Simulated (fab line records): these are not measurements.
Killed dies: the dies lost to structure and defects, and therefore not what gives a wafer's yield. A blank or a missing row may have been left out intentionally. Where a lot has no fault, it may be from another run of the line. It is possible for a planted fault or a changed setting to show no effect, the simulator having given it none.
A lot that was struck, set against a sound lot ; flow nand-harc ; 15 steps out of a route of 1302
Sound: the wafers L249.1, L249.2, L249.3. The struck wafers were L243.1, L243.4, L243.5. The cause is named last.
Per side, at each step with rows, come the tool, then ch with its chambers, and then its first start. Under that, the readings that differ: sound wafers ; struck wafers ; difference of the means ; sigmas: that difference in standard deviations of wafers without a fault.
alike: words and numbers the same on both sides, and readings whose means are apart by under 2 such deviations; not compared: readings that were withheld, readings missing a value for some wafer, numbers with overlapping values and no deviation given by the record, and bounds like >300 which may hide the same value.
A row with sigmas, a row that says differs or no value, or rows on one side alone: a step with any of these is where the two part. Non-overlapping numbers with no deviation appear without sigmas and do not part them. A reading missing from all wafers of one side parts the sides only when that side holds two or more wafers.

first, 1 step without rows for these wafers: NHARC_A_CHANNEL_HOLE_D2_SRD_30.
NHARC_A_CHANNEL_HOLE_D2_CD_MEAS_31:
  sound: cd-sem-03 at day 20 21:13; struck: cd-sem-03 at day 18 01:23
  alike: cd-nm
next, for these wafers, 1 step has no rows: NHARC_A_CHANNEL_HOLE_D2_XSEM_32.
NHARC_A_CHANNEL_HOLE_D2_INSPECT_40:
  sound: defect-inspect-02 at day 20 21:23; struck: defect-inspect-02 at day 18 01:34
  alike: raw-defect-count
then, 2 steps without rows for these wafers: NHARC_A_CHANNEL_FILL_D2_PRECLEAN_00 (cleans in SC1); NHARC_A_CHANNEL_FILL_D2_SRD_01.
NHARC_A_CHANNEL_FILL_D2_ALD_02: deposits SiO2, target thk 6 nm, pulse time 10 s, ald cycles 60.
  sound on ald-hk-04 ch 0,2,3, day 20 21:36; struck on ald-hk-02 ch 1,2,3, day 18 01:46
  alike: heater-power-w, precursor-pulse-height-rel
then, 1 step without rows for these wafers: NHARC_A_CHANNEL_FILL_D2_ALD_03 (deposits SiNx, target thk 6 nm, pulse time 60 s, ald cycles 58).
NHARC_A_CHANNEL_FILL_D2_ALD_14: deposits SiO2, target thk 2.5 nm, pulse time 10 s, ald cycles 25.
  sound on ald-hk-04 ch 1,2,3, day 21 04:37; struck on ald-hk-02 ch 1,2,3, day 18 08:50
  alike: heater-power-w, precursor-pulse-height-rel
NHARC_A_CHANNEL_FILL_D2_ALD_15: deposits SiNx, target thk 2 nm, pulse time 60 s, ald cycles 19.
  sound on ald-sin-batch-02 ch 0; struck on ald-sin-batch-02 ch 0
  alike: chamber-pressure-Torr, precursor-pulse-height-rel
NHARC_A_CHANNEL_FILL_D2_ALD_16: deposits SiO2, target thk 1.5 nm, pulse time 10 s, ald cycles 15.
  sound on ald-hk-02 ch 0,1,3, day 21 09:47; struck on ald-hk-04 ch 0,1, day 18 14:01
  alike: heater-power-w, precursor-pulse-height-rel
then, 1 step without rows for these wafers: NHARC_A_CHANNEL_FILL_D2_ANNEAL_17 (time 1800 s).
NHARC_A_CHANNEL_FILL_D2_CVD_18: deposits poly-Si, target thk 3 nm.
  sound on lpcvd-poly-04 ch 0, day 21 20:27; struck on lpcvd-poly-02 ch 0, day 19 02:00
  alike: spike-tc-bottom-C, spike-tc-upper-C
NHARC_A_CHANNEL_FILL_D2_ETCHBACK_19: etches the open film in HBr/Cl2, target depth 5 nm, time 1.7 s.
  sound on rie-si-06 ch 0,1,3, day 21 22:31; struck on rie-si-05 ch 0,1,3, day 19 04:25
  alike: drypump-motor-current-A, oes-product-au, throttle-valve-pct
  not compared: rf-hours-counter-h
-- break in the record here, with 11 days between the starts of the struck wafers on either side (left off in module A_CHANNEL_FILL_D2, picked up again in module END, where the first step shown is number 1302 on the route) --
NHARC_END_SORT_01:
  only the struck wafers appear in the record here, on prober-01 ch 0 at day 29 16:47; the sound ones have no rows

## WHERE THEY PART
At NHARC_END_SORT_01 and nowhere else, as far as this record goes.

WHY: whatever the simulator had introduced
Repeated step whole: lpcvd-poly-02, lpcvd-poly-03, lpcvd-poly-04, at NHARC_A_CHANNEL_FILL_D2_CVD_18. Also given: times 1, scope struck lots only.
